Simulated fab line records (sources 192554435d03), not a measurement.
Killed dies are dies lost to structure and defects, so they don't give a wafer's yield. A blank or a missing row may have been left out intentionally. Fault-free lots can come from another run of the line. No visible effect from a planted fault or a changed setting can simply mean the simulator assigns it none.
fab line records	flow n5Finfet
record lots=11	wafers=32	lastDay=18
route steps=1938 shown BEOL_M3@982 BEOL_M4@1111 PASSIVATION@1936
lots that met no fault: from a run of the same line without faults
startH: hours from the record's opening day to when the first of the lot's shown wafers began	waitH: hours since the lot's step before	" identical to the entry in the row above	L1.1+2: several wafers, shown together as one row	- no value present, or no start provided	* or withheld: withheld	< > ~ a bound
route shown NAME@n: a module of which the file shows steps, and the number in the route of the first	usual: the fault-free wafers' mean and standard deviation	same: alike in all rows	chamber/n: place in a boat	sites: the reading at each site	_std_site: their standard deviation	_edge_site: the outer-site mean with the inner-site mean subtracted	radiusMm: for every site, how far away it sits from the centre of the wafer	mask NAME#n: copy n	behind: the most recent tool/chamber to have shaped the wafer	hold: why the lot was held/for how many hours/how that ended	device: transistor that didn't switch, given as n, p or np	end of line: the route-end tests of the same wafers	for a step that has no rows: nothing shown but its recipe	killed: count of dies lost to structure and defects at first sort (not the wafer's yield)	map: a wafer's dies, x killed, . not, _ none there
set.NAME: the run value of the setting; set.NAME@STEP: its run value at that earlier step	model.NAME: the simulator's own value behind a step, which no gauge read
one table for each step of the route and one row for each wafer, over a sample of lots
services: the hour from which a tool's chamber was out of use, counted from the record's first day as startH (under 0 if before that day), plus the number of hours and why
## steps
# step N5_BEOL_M3_STRIP_97
# recipe chemistry=N2/H2	timeS=10	powerW=450	tempC=40	pressureMtorr=20	rfFrequencyHz=6e+07	biasPowerW=7	n2FlowSccm=200	h2FlowSccm=200
# usual drypumpMotorCurrentA=5.8/0.47	oesProductAu=0.83/0.067	rfVppV=59.3/0.92	showerheadPlenumPTorr=2.53/0.078	throttleValvePct=23.4/0.39
lot.wafer	tool	chamber	startH	waitH	drypumpMotorCurrentA	oesProductAu	rfHoursCounterH	rfVppV	showerheadPlenumPTorr	throttleValvePct
L379.1	rieDiel-05	1	-	-	5.9	0.67	241	61.0	2.59	23.2
L379.4	"	0	"	"	5.1	0.71	180	58.9	2.44	23.7
L379.6	"	0	"	"	5.2	0.71	-	57.8	2.44	23.7
L380.2	rieDiel-03	0	-	-	6.0	0.84	54	61.1	2.58	24.2
L380.3	"	1	"	"	6.6	0.77	150	59.5	2.52	23.4
L380.6	"	2	"	"	5.8	0.79	-	59.4	2.57	23.2
L383.2	rieDiel-01	1	-	-	5.4	0.86	35	61.3	2.48	22.8
L383.3	"	0	"	"	5.5	0.90	27	59.9	2.47	23.4
L383.5	"	3	"	"	6.0	0.86	-	58.7	2.57	23.5
L386.1	rieDiel-03	3	-	-	6.6	0.89	34	59.5	2.69	23.6
L386.2	"	1	"	"	6.6	0.77	161	61.0	2.52	23.4
L386.4	"	2	"	"	5.8	0.78	113	59.1	2.56	23.2
L385.1	rieDiel-03	2	-	-	5.8	0.78	115	57.7	2.56	23.2
L385.3	"	3	"	"	6.5	0.89	36	60.1	2.69	23.6
L385.5	"	3	"	"	6.5	0.89	-	61.0	2.69	23.6
L387.2	rieDiel-01	1	-	-	5.4	0.87	38	59.1	2.48	22.8
L387.3	"	0	"	"	5.5	0.90	30	60.1	2.46	23.4
L387.4	"	3	"	"	6.0	0.85	55	60.8	2.57	23.5
L388.1	rieDiel-05	2	-	-	5.0	0.85	71	58.8	2.45	23.6
L388.5	"	2	"	"	5.0	0.85	-	57.5	2.45	23.6
L388.6	"	1	"	"	5.9	0.66	-	60.6	2.59	23.3
L398.3	rieDiel-03	2	-	-	5.8	0.76	138	59.5	2.55	23.2
L398.5	"	1	"	"	6.6	0.73	-	60.3	2.51	23.4
L398.6	"	2	"	"	5.8	0.76	-	60.8	2.55	23.2
L397.2	rieDiel-01	1	-	-	5.4	0.83	62	58.3	2.47	22.8
L397.5	"	1	"	"	5.4	0.83	-	58.3	2.47	22.8
L402.2	rieDiel-01	3	-	-	6.1	0.81	87	59.4	2.56	23.6
L402.3	"	0	"	"	5.5	0.85	61	60.9	2.45	23.5
L402.6	"	2	"	"	5.3	0.86	-	60.2	2.43	23.1
L401.4	rieDiel-03	3	-	-	6.5	0.85	67	58.9	2.68	23.6
L401.5	"	0	"	"	6.0	0.79	-	58.7	2.56	24.3
L401.6	"	3	"	"	6.5	0.85	-	59.2	2.68	23.7
# step N5_BEOL_M3_OCD_MEAS_38
# usual trenchDepthNm=55.5/1.5
lot.wafer	tool	chamber	startH	waitH	trenchDepthNm
L379.1	ocd-02	-	155.46	-	52.8
L379.4	"	-	"	"	53.3
L379.6	"	-	"	"	53.6
L380.2	ocd-01	-	161.14	-	57.5
L380.3	"	-	"	"	55.2
L380.6	"	-	"	"	54.5
L383.2	ocd-01	-	189.79	-	54.3
L383.3	"	-	"	"	58.7
L383.5	"	-	"	"	55.1
L386.1	ocd-02	-	193.10	-	55.1
L386.2	"	-	"	"	56.4
L386.4	"	-	"	"	54.4
L385.1	ocd-02	-	196.33	-	54.3
L385.3	"	-	"	"	55.3
L385.5	"	-	"	"	55.3
L387.2	ocd-02	-	196.69	-	54.3
L387.3	"	-	"	"	58.7
L387.4	"	-	"	"	55.6
L388.1	ocd-01	-	203.00	-	55.4
L388.5	"	-	"	"	54.8
L388.6	"	-	"	"	52.1
L398.3	ocd-02	-	272.57	-	54.2
L398.5	"	-	"	"	54.7
L398.6	"	-	"	"	54.7
L397.2	ocd-02	-	273.21	-	53.8
L397.5	"	-	"	"	54.6
L402.2	ocd-01	-	296.33	-	55.0
L402.3	"	-	"	"	57.3
L402.6	"	-	"	"	55.6
L401.4	ocd-01	-	298.39	-	54.7
L401.5	"	-	"	"	56.6
L401.6	"	-	"	"	55.3
# step N5_BEOL_M3_CVD_47
# recipe material=Co	targetThkA=30	tempC=withheld	precursor=CCTBA/H2	pressureTorr=30	timeS=223.8
# usual runLengthS=246.7/0.58
lot.wafer	tool	chamber	startH	waitH	runLengthS
L379.1	cvdCo-01	2	156.58	0.1	246.4
L379.4	"	1	"	"	247.4
L379.6	"	2	"	"	246.5
L380.2	cvdCo-01	0	162.66	0.1	246.5
L380.3	"	1	"	"	247.8
L380.6	"	1	"	"	247.8
L383.2	cvdCo-02	2	191.94	0.3	246.2
L383.3	"	0	"	"	245.7
L383.5	"	1	"	"	246.2
L386.1	cvdCo-01	1	194.14	0.1	247.6
L386.2	"	2	"	"	246.5
L386.4	"	1	"	"	248.1
L385.1	cvdCo-01	1	197.13	0.1	321.9
L385.3	"	0	"	"	321.0
L385.5	"	2	"	"	246.3
L387.2	cvdCo-01	0	197.33	0.1	246.4
L387.3	"	1	"	"	322.2
L387.4	"	1	"	"	248.2
L388.1	cvdCo-01	2	204.16	0.1	320.8
L388.5	"	1	"	"	247.8
L388.6	"	0	"	"	246.5
L398.3	cvdCo-01	1	273.56	0.0	247.4
L398.5	"	2	"	"	246.3
L398.6	"	0	"	"	247.3
L397.2	cvdCo-01	1	274.82	0.0	247.4
L397.5	"	0	"	"	246.5
L402.2	cvdCo-01	0	298.01	0.2	246.3
L402.3	"	2	"	"	246.7
L402.6	"	1	"	"	247.8
L401.4	cvdCo-01	2	301.45	0.4	246.4
L401.5	"	1	"	"	247.4
L401.6	"	0	"	"	246.2
# step N5_BEOL_M3_SPUTTER_48
# recipe material=Cu	targetThkA=45	tempC=-20	chamberPressurePa=0.07	powerW=withheld	timeS=8.29
# usual chuckSensorTempC=-15.6/0.45	throttleValvePct=29.9/0.93
lot.wafer	tool	chamber	startH	waitH	chuckSensorTempC	throttleValvePct
L379.1	pvdSputter-03	-	156.84	0.2	-15.6	30.1
L379.4	"	-	"	"	-15.6	30.9
L379.6	"	-	"	"	-15.8	30.9
L380.2	pvdSputter-02	-	163.76	1.0	-15.2	28.8
L380.3	"	-	"	"	-16.2	30.0
L380.6	"	-	"	"	-15.5	28.8
L383.2	pvdSputter-01	-	192.15	0.1	-15.2	30.4
L383.3	"	-	"	"	-16.3	29.2
L383.5	"	-	"	"	-15.6	30.1
L386.1	pvdSputter-01	-	194.31	0.1	-15.3	30.6
L386.2	"	-	"	"	-15.6	30.0
L386.4	"	-	"	"	-16.3	29.2
L385.1	pvdSputter-02	-	197.33	0.1	-16.0	30.0
L385.3	"	-	"	"	-14.8	27.7
L385.5	"	-	"	"	-15.2	28.7
L387.2	pvdSputter-01	-	197.51	0.1	-16.2	29.4
L387.3	"	-	"	"	-15.6	30.2
L387.4	"	-	"	"	-15.1	30.4
L388.1	pvdSputter-01	-	204.32	0.1	-14.9	29.9
L388.5	"	-	"	"	-15.0	30.0
L388.6	"	-	"	"	-16.4	29.3
L398.3	pvdSputter-01	-	273.78	0.1	-16.4	29.1
L398.5	"	-	"	"	-15.6	30.0
L398.6	"	-	"	"	-15.2	30.5
L397.2	pvdSputter-03	-	275.20	0.3	-15.7	30.8
L397.5	"	-	"	"	-15.6	30.1
L402.2	pvdSputter-01	-	298.27	0.2	-15.8	30.1
L402.3	"	-	"	"	-16.5	29.1
L402.6	"	-	"	"	-14.9	30.4
L401.4	pvdSputter-01	-	301.85	0.3	-16.3	29.0
L401.5	"	-	"	"	-14.9	29.6
L401.6	"	-	"	"	-16.5	29.2
# step N5_BEOL_M4_RC_MEAS_101
# usual DIBL_N=37.2/2.5	DIBL_P=38/3	IOFF_N=0.17/0.044	IOFF_P=0.24/0.059	ION_N=667/13	ION_P=461/7.9	SS_N=71.8/0.86	SS_P=73.6/0.92	VT_N=250/4.1	VT_P=-249/3.9
lot.wafer	tool	chamber	startH	waitH	DIBL_N[mV/V]	DIBL_P[mV/V]	IOFF_N[nA/um]	IOFF_P[nA/um]	ION_N[uA/um]	ION_P[uA/um]	SS_N[mV/dec]	SS_P[mV/dec]	VT_N[mV]	VT_P[mV]
L379.1	prober-01	0	175.16	0.0	39.1	38	0.18	0.21	668	455	71.8	73.7	252	-252
L379.4	"	0	"	"	36.4	37	0.15	0.22	665	457	71.4	73.9	250	-252
L379.6	"	0	"	"	34.9	35	0.12	0.18	660	452	71.3	73.1	252	-254
L380.2	prober-01	0	178.96	0.2	36.9	38	0.17	0.23	685	466	72.0	73.9	250	-247
L380.3	"	0	"	"	36.7	37	0.15	0.21	656	460	71.8	72.6	252	-253
L380.6	"	0	"	"	39.7	41	0.22	0.31	682	468	73.0	74.0	245	-243
L383.2	prober-02	0	203.60	0.2	34.7	33	0.10	0.17	654	462	71.3	72.4	255	-251
L383.3	"	0	"	"	39.1	39	0.18	0.26	679	463	71.7	73.6	247	-244
L383.5	"	0	"	"	39.5	41	0.21	0.29	683	467	72.2	74.7	244	-244
L386.1	prober-02	0	207.55	0.0	37.6	37	0.18	0.23	676	461	71.5	73.5	248	-251
L386.2	"	0	"	"	36.2	36	0.15	0.22	660	458	71.5	73.6	253	-250
L386.4	"	0	"	"	38.3	38	0.20	0.26	675	473	71.7	73.7	246	-249
L385.1	prober-01	0	214.05	0.0	30.9	31	0.08	0.13	630	442	70.1	71.6	263	-256
L385.3	"	0	"	"	34.6	35	0.12	0.18	668	462	70.9	72.9	254	-254
L385.5	"	0	"	"	34.8	35	0.13	0.18	656	452	70.5	73.3	252	-253
L387.2	prober-02	0	216.51	0.2	38.5	38	0.18	0.27	677	480	71.3	73.6	249	-244
L387.3	"	0	"	"	37.5	37	0.15	0.23	658	460	71.7	73.5	252	-247
L387.4	"	0	"	"	37.5	36	0.16	0.22	670	459	71.0	73.3	247	-246
L388.1	prober-02	0	222.51	0.0	38.5	41	0.19	0.27	672	464	72.4	74.5	252	-248
L388.5	"	0	"	"	37.0	38	0.17	0.23	666	463	71.6	73.1	249	-248
L388.6	"	0	"	"	39.3	41	0.20	0.28	677	466	72.4	74.2	250	-246
L398.3	prober-01	0	287.87	0.3	35.6	36	0.15	0.21	666	459	71.2	72.4	251	-251
L398.5	"	0	"	"	36.4	38	0.16	0.24	681	469	71.0	72.7	251	-248
L398.6	"	0	"	"	34.8	36	0.13	0.21	660	453	71.4	72.3	254	-252
L397.2	prober-02	0	290.62	0.2	37.6	39	0.16	0.26	663	467	72.2	73.7	252	-246
L397.5	"	0	"	"	34.0	35	0.11	0.18	640	450	70.7	73.1	259	-252
L402.2	prober-02	0	314.24	0.2	32.1	33	0.11	0.15	655	449	70.3	71.7	254	-254
L402.3	"	0	"	"	32.5	32	0.11	0.15	664	453	70.4	72.1	255	-256
L402.6	"	0	"	"	34.2	36	0.14	0.19	672	465	70.5	72.6	252	-251
L401.4	prober-01	0	315.86	0.5	39.9	38	0.18	0.24	658	458	72.5	72.9	251	-249
L401.5	"	0	"	"	39.3	38	0.16	0.25	663	462	72.0	73.2	253	-246
L401.6	"	0	"	"	35.9	33	0.12	0.19	657	451	71.3	71.8	257	-251
# step N5_PASSIVATION_PROBE_49
# usual defectLimitedYield=91.5/1.4	killed_at_M0_to_M3=32/11	killed_at_M4_up=12/4.4	killedAtContacts=13/6.1	killedAtFrontEnd=39/12	killedAtOther=3.9/3	killedDies=100/17	killedOpen=66/12	killedShort=33/7.4	sort_bin_5_function=5.0/0.95	sort_bin_6_memory=3.2/0.66	sort_bin_8_speed=0.0/0.33	sortNPass=1079/17	sortYieldPct=91.4/1.5
# same grossDies=1180	killedAtBackSide=0	sort_bin_4_leakage[%]=0
lot.wafer	tool	chamber	startH	waitH	defectLimitedYield[%]	killed_at_M0_to_M3	killed_at_M4_up	killedAtContacts	killedAtFrontEnd	killedAtOther	killedDies	killedOpen	killedShort	sort_bin_5_function[%]	sort_bin_6_memory[%]	sort_bin_8_speed[%]	sortNPass	sortYieldPct[%]
L379.1	prober-02	-	283.00	0.0	91.5	30	16	19	28	7	100	68	31	5.1	3.2	0	1080	91.5
L379.4	prober-02	-	283.15	0.2	90.8	24	13	23	46	3	109	80	29	5.8	3.4	0	1071	90.8
L379.6	prober-02	-	283.25	0.3	89.7	37	15	26	39	4	121	78	35	5.7	3.6	0	1059	89.7
L380.2	prober-01	-	293.30	0.1	91.9	42	13	2	34	5	96	61	33	4.1	3.8	0	1084	91.9
L380.3	prober-01	-	293.35	0.1	90.0	55	8	4	47	4	118	67	48	6.4	3.1	0	1062	90.0
L380.6	prober-01	-	293.50	0.3	93.1	26	8	10	34	3	81	53	25	4.2	2.5	0	1099	93.1
L383.2	prober-02	-	309.98	0.1	90.3	35	17	11	50	2	115	69	43	5.7	3.6	0.1	1065	90.3
L383.3	prober-02	-	310.03	0.1	91.5	19	15	19	43	4	100	58	38	4.8	3.4	0	1080	91.5
L383.5	prober-02	-	310.13	0.2	92.7	19	10	20	34	3	86	59	23	4.1	3.0	0	1094	92.7
L386.1	prober-01	-	322.64	0.0	92.2	31	5	13	39	4	92	55	35	4.7	2.9	0	1088	92.2
L386.2	prober-01	-	322.69	0.1	91.4	33	3	7	58	1	102	69	33	4.6	3.7	0	1078	91.4
L386.4	prober-01	-	322.79	0.2	91.7	51	5	18	19	5	98	62	36	4.9	3.1	0	1082	91.7
L385.3	prober-01	-	327.26	0.1	91.4	36	16	8	36	5	101	65	36	5.5	2.8	0	1079	91.4
L387.3	prober-02	-	332.08	0.1	90.3	23	13	13	59	6	114	68	42	5.3	3.7	0	1066	90.3
L388.1	prober-02	-	336.35	0.0	93.0	39	10	9	24	1	83	58	25	4.6	2.2	0	1097	93.0
L388.5	prober-02	-	336.55	0.2	92.5	26	16	2	38	6	88	60	27	4.2	3.1	0	1092	92.5
L388.6	prober-02	-	336.60	0.3	94.5	23	13	3	23	3	65	43	22	3.3	1.8	0	1115	94.5
L397.2	prober-01	-	396.06	0.1	89.7	34	9	9	68	1	121	76	44	6.6	3.1	0	1059	89.7
L397.5	prober-01	-	396.21	0.2	91.5	30	2	20	44	4	100	72	27	5.5	2.7	0	1080	91.5
L402.2	prober-02	-	422.30	0.1	91.9	21	9	17	40	8	95	68	22	4.2	3.6	0	1085	91.9
L402.3	prober-02	-	422.35	0.1	89.9	35	10	12	52	10	119	74	44	6.5	3.3	0	1061	89.9
L402.6	prober-02	-	422.50	0.3	91.9	19	14	12	36	15	96	62	32	5.0	3.1	0	1084	91.9
# killed by level:class
L379.1 MOL_CONTACT_COAG:geometricParticle:open=14 FIN_SAQP:geometricParticle:open=8 BEOL_M0_SAQP:geometricParticle:open=8 MOL_CONTACT_COAG:geometricParticle:short=5 STI_FIN_REVEAL:geometricParticle:open=5 BEOL_M2:geometricParticle:open=5 BEOL_M3:geometricParticle:open=5 FIN_SAQP:geometricParticle:short=4
L379.4 MOL_CONTACT_COAG:geometricParticle:open=22 STI_FIN_REVEAL:geometricParticle:open=16 BEOL_M1:geometricParticle:open=7 FIN_SAQP:geometricParticle:open=6 BEOL_M2:geometricParticle:open=6 FIN_SAQP:geometricParticle:short=5 ILD0:geometricParticle:short=5 ILD0:geometricParticle:open=4
L379.6 MOL_CONTACT_COAG:geometricParticle:open=20 BEOL_M0_SAQP:geometricParticle:open=11 BEOL_M2:geometricParticle:open=9 BEOL_M0_SAQP:geometricParticle:short=8 HKMG_FIN:areaEtch=8 GATE_CUT:geometricParticle:open=6 MOL_CONTACT_COAG:geometricParticle:short=6 FIN_SAQP:geometricParticle:open=5
L380.2 BEOL_M0_SAQP:geometricParticle:short=11 BEOL_M0_SAQP:geometricParticle:open=10 STI_FIN_REVEAL:geometricParticle:open=9 BEOL_M2:geometricParticle:open=9 BEOL_M4:geometricParticle:open=8 FIN_SAQP:geometricParticle:open=6 BEOL_M3:geometricParticle:open=6 STI_FIN_REVEAL:geometricParticle:short=5
L380.3 BEOL_M0_SAQP:geometricParticle:short=13 STI_FIN_REVEAL:geometricParticle:open=11 BEOL_M0_SAQP:geometricParticle:open=11 FIN_SAQP:geometricParticle:open=8 BEOL_M2:geometricParticle:open=7 GATE_CUT:geometricParticle:short=6 BEOL_M3:geometricParticle:open=5 BEOL_M4:geometricParticle:open=5
L380.6 STI_FIN_REVEAL:geometricParticle:open=10 MOL_CONTACT_COAG:geometricParticle:open=9 FIN_SAQP:geometricParticle:short=5 BEOL_M3:geometricParticle:open=5 FIN_SAQP:geometricParticle:open=4 BEOL_M0_SAQP:geometricParticle:short=4 BEOL_M1:geometricParticle:open=4 DUMMY_GATE:geometricParticle:open=3
L383.2 FIN_SAQP:geometricParticle:open=19 BEOL_M0_SAQP:geometricParticle:short=11 FIN_SAQP:geometricParticle:short=10 MOL_CONTACT_COAG:geometricParticle:open=7 BEOL_M2:geometricParticle:open=6 DUMMY_GATE:geometricParticle:open=5 BEOL_M0_SAQP:geometricParticle:open=5 BEOL_M3:geometricParticle:open=5
L383.3 FIN_SAQP:geometricParticle:open=14 MOL_CONTACT_COAG:geometricParticle:open=13 BEOL_M0:geometricParticle:open=5 BEOL_M5:geometricParticle:short=5 STI_FIN_REVEAL:geometricParticle:open=4 BEOL_M0_SAQP:geometricParticle:short=4 DUMMY_GATE:geometricParticle:open=4 ILD0:geometricParticle:short=4
L383.5 MOL_CONTACT_COAG:geometricParticle:open=18 FIN_SAQP:geometricParticle:open=10 FIN_SAQP:geometricParticle:short=8 STARTING-WAFER:geometricParticle:open=6 BEOL_M0_SAQP:geometricParticle:open=5 DUMMY_GATE:geometricParticle:open=4 BEOL_M4:geometricParticle:open=4 BEOL_M0_SAQP:geometricParticle:short=3
L386.1 MOL_CONTACT_COAG:geometricParticle:open=11 BEOL_M0_SAQP:geometricParticle:short=8 STI_FIN_REVEAL:geometricParticle:open=6 DUMMY_GATE:geometricParticle:open=6 GATE_CUT:geometricParticle:short=6 BEOL_M0:geometricParticle:open=5 STARTING-WAFER:geometricParticle:open=5 GATE_CUT:geometricParticle:open=4
L386.2 STI_FIN_REVEAL:geometricParticle:open=18 FIN_SAQP:geometricParticle:open=13 BEOL_M0_SAQP:geometricParticle:open=12 BEOL_M0_SAQP:geometricParticle:short=11 FIN_SAQP:geometricParticle:short=9 MOL_CONTACT_COAG:geometricParticle:open=6 BEOL_M3:geometricParticle:open=5 GATE_CUT:geometricParticle:short=4
L386.4 MOL_CONTACT_COAG:geometricParticle:open=14 BEOL_M0_SAQP:geometricParticle:open=11 BEOL_M0_SAQP:geometricParticle:short=11 BEOL_M3:geometricParticle:open=10 BEOL_M1:geometricParticle:open=6 BEOL_M3:geometricParticle:short=5 MOL_CONTACT_COAG:geometricParticle:short=4 FIN_SAQP:geometricParticle:short=3
L385.3 BEOL_M0:geometricParticle:open=14 GATE_CUT:geometricParticle:short=9 BEOL_M4:geometricParticle:open=8 STI_FIN_REVEAL:geometricParticle:open=7 BEOL_M1:geometricParticle:open=6 MOL_CONTACT_COAG:geometricParticle:open=5 FIN_SAQP:geometricParticle:short=4 BEOL_M3:geometricParticle:open=4
L387.3 STI_FIN_REVEAL:geometricParticle:open=15 MOL_CONTACT_COAG:geometricParticle:open=11 FIN_SAQP:geometricParticle:short=9 BEOL_M0_SAQP:geometricParticle:short=9 FIN_SAQP:geometricParticle:open=7 BEOL_M4:geometricParticle:open=7 STI_FIN_REVEAL:geometricParticle:short=5 GATE_CUT:geometricParticle:short=5
L388.1 BEOL_M3:geometricParticle:open=10 MOL_CONTACT_COAG:geometricParticle:open=6 BEOL_M0:geometricParticle:short=6 STI_FIN_REVEAL:geometricParticle:open=5 BEOL_M1:geometricParticle:open=5 FIN_SAQP:geometricParticle:open=4 DUMMY_GATE:geometricParticle:open=4 BEOL_M0_SAQP:geometricParticle:short=4
L388.5 STI_FIN_REVEAL:geometricParticle:open=14 BEOL_M0_SAQP:geometricParticle:open=6 DUMMY_GATE:geometricParticle:open=5 GATE_CUT:geometricParticle:short=5 BEOL_M0_SAQP:geometricParticle:short=5 STARTING-WAFER:geometricParticle:open=5 BEOL_M4:geometricParticle:open=4 BEOL_M3:geometricParticle:open=4
L388.6 BEOL_M3:geometricParticle:open=8 BEOL_M0_SAQP:geometricParticle:open=5 STI_FIN_REVEAL:geometricParticle:open=4 BEOL_M0:geometricParticle:short=4 FIN_SAQP:geometricParticle:open=3 FIN_SAQP:geometricParticle:short=3 MOL_CONTACT_COAG:geometricParticle:open=3 BEOL_M2:geometricParticle:short=3
L397.2 FIN_SAQP:geometricParticle:open=18 STI_FIN_REVEAL:geometricParticle:open=17 GATE_CUT:geometricParticle:short=11 FIN_SAQP:geometricParticle:short=10 BEOL_M2:geometricParticle:open=7 MOL_CONTACT_COAG:geometricParticle:open=6 BEOL_M0_SAQP:geometricParticle:open=6 BEOL_M3:geometricParticle:open=5
L397.5 FIN_SAQP:geometricParticle:open=16 MOL_CONTACT_COAG:geometricParticle:open=15 BEOL_M1:geometricParticle:open=8 STI_FIN_REVEAL:geometricParticle:open=7 GATE_CUT:geometricParticle:short=6 BEOL_M0_SAQP:geometricParticle:short=5 MOL_CONTACT_COAG:geometricParticle:short=5 FIN_SAQP:geometricParticle:short=4
L402.2 MOL_CONTACT_COAG:geometricParticle:open=14 FIN_SAQP:geometricParticle:open=10 DUMMY_GATE:geometricParticle:open=7 GATE_CUT:geometricParticle:open=6 BEOL_M1:geometricParticle:open=4 GATE_CUT:geometricParticle:short=4 BEOL_M2:geometricParticle:open=4 BEOL_M3:geometricParticle:open=4
L402.3 BEOL_M2:geometricParticle:open=9 DUMMY_GATE:geometricParticle:open=9 GATE_CUT:geometricParticle:open=9 GATE_CUT:geometricParticle:short=9 FIN_SAQP:geometricParticle:open=8 MOL_CONTACT_COAG:geometricParticle:open=8 BEOL_M0_SAQP:geometricParticle:short=8 FIN_SAQP:geometricParticle:short=6
L402.6 MOL_CONTACT_COAG:geometricParticle:open=8 PASS1_CAP:geometricParticle:short=7 DUMMY_GATE:geometricParticle:open=6 GATE_CUT:geometricParticle:open=6 BEOL_M2:geometricParticle:open=5 BEOL_M4:geometricParticle:open=4 GATE_CUT:geometricParticle:short=4 MOL_CONTACT_COAG:geometricParticle:short=4
## services
tool	chamber	startH	hours	kind
rieDiel-03	-	134.45	2.8	pm
pvdSputter-02	-	138.18	3.5	repair
rieDiel-05	-	139.00	2.8	pm
rieDiel-05	3	158.44	5.2	repair
cvdCo-02	2	163.16	7.5	repair
rieDiel-05	-	183.76	15.6	pm
cvdCo-01	0	188.27	2.6	repair
rieDiel-05	0	200.72	8.9	repair
rieDiel-05	1	203.12	7.6	repair
rieDiel-05	1	211.16	-	clean
rieDiel-05	1	211.16	-	consumableReplace:focusRing
rieDiel-05	1	211.16	31.8	scheduledDown
rieDiel-05	1	211.16	31.8	ventCycle
rieDiel-05	3	215.05	2.0	repair
cvdCo-01	-	218.10	0.7	repair
cvdCo-01	-	244.77	0.8	repair
rieDiel-03	3	256.81	3.9	repair
cvdCo-02	-	298.91	4.3	pm
## key
firstSign step=N5_BEOL_M3_CVD_47	reading=runLengthS	direction=up	sigmas=99+	usual=*	struck=*
effect none on later readings
metAt N5_BEOL_M3_CVD_47
struckLots L385,L387,L388
struckWafers L385.1,L385.3,L387.3,L388.1
notActingAt N5_BEOL_M3_STRIP_97,N5_BEOL_M3_OCD_MEAS_38,N5_BEOL_M3_SPUTTER_48
fault kind=processParameterDrift	tool=cvdCo-01	chamber=-	onsetH=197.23	steps=N5_BEOL_M3_CVD_47	channel=timeS	offset=*	shape=step	endH=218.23	scope=struckWafersOnly	actsIn=*	stated=*
